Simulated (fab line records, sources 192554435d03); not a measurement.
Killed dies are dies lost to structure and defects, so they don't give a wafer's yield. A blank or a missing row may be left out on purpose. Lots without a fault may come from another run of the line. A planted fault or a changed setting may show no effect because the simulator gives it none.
Which tool did it? | flow n5_finfet | 11 lots, 31 wafers sampled, at 3 steps of a route of 1938

WHAT THE GAUGES READ, wafer by wafer
N5_BEOL_M10_OCD_MEAS_38.
lot  | measured     | on     | trench_depth_nm (nm)
L152 | day 12 20:11 | ocd-02 | 144 146 151
L153 | day 13 11:00 | ocd-02 | 151 146 151
L156 | day 14 16:57 | ocd-01 | 151 149 152
L159 | day 14 20:23 | ocd-01 | 147 148 148
L162 | day 15 14:11 | ocd-02 | 148 145 144
L161 | day 16 03:37 | ocd-01 | 145 146 145
L167 | day 17 15:33 | ocd-02 | 151 145
L171 | day 17 23:48 | ocd-01 | 144 151 145
L169 | day 18 05:18 | ocd-02 | 150 144
L174 | day 18 18:26 | ocd-01 | 151 150 152
L173 | day 18 19:07 | ocd-02 | 143 151 152

WHICH TOOL RAN EACH LOT (tool, then ch and the chambers of the sampled wafers, then the start)
lot  | N5_BEOL_M10_ETCH_41                           | N5_BEOL_M10_STRIP_77
L152 | rie_diel-04 ch 0,2,3, day 12 20:11 or earlier | rie_diel-04 ch 0,2,3, day 12 20:11 or earlier
L153 | rie_diel-01 ch 2,3, day 13 11:00 or earlier   | rie_diel-01 ch 2,3, day 13 11:00 or earlier
L156 | rie_diel-04 ch 0,1,3, day 14 16:57 or earlier | rie_diel-04 ch 0,1,3, day 14 16:57 or earlier
L159 | rie_diel-01 ch 0,1,3, day 14 20:23 or earlier | rie_diel-01 ch 0,1,3, day 14 20:23 or earlier
L162 | rie_diel-05 ch 0,1,2, day 15 14:11 or earlier | rie_diel-05 ch 0,1,2, day 15 14:11 or earlier
L161 | rie_diel-01 ch 1,3, day 16 03:37 or earlier   | rie_diel-01 ch 1,3, day 16 03:37 or earlier
L167 | rie_diel-05 ch 2,3, day 17 15:33 or earlier   | rie_diel-05 ch 2,3, day 17 15:33 or earlier
L171 | rie_diel-05 ch 1,2,3, day 17 23:48 or earlier | rie_diel-05 ch 1,2,3, day 17 23:48 or earlier
L169 | rie_diel-05 ch 2,3, day 18 05:18 or earlier   | rie_diel-05 ch 2,3, day 18 05:18 or earlier
L174 | rie_diel-04 ch 0,1,3, day 18 18:26 or earlier | rie_diel-04 ch 0,1,3, day 18 18:26 or earlier
L173 | rie_diel-04 ch 1,2,3, day 18 19:07 or earlier | rie_diel-04 ch 1,2,3, day 18 19:07 or earlier
- N5_BEOL_M10_ETCH_41: etches SiCN in CH3F/O2, target depth 42.6 nm, time 86 s.
- N5_BEOL_M10_STRIP_77: strips in N2/H2, time 10 s.

THE ANSWER, worked out from the rows above alone
Rule: what is usual is taken from the lots themselves. Put in order of their means at a reading, lots are off if they are a third of the lots or fewer, leave a main group of 4 or more, and stand apart from it by a gap of 3 or more times the standard deviation of the main group's means; of several such gaps the widest counts. A main group whose means are all the same, to the digits that the tables above print for the reading, isn't used. A lot without any number at a reading at which 4 lots or more have one is off too. The other lots that the step has rows for count as sound.
No lot is off at any reading shown: from this, nothing can be told.

WHAT THE SIMULATOR HAD PUT IN
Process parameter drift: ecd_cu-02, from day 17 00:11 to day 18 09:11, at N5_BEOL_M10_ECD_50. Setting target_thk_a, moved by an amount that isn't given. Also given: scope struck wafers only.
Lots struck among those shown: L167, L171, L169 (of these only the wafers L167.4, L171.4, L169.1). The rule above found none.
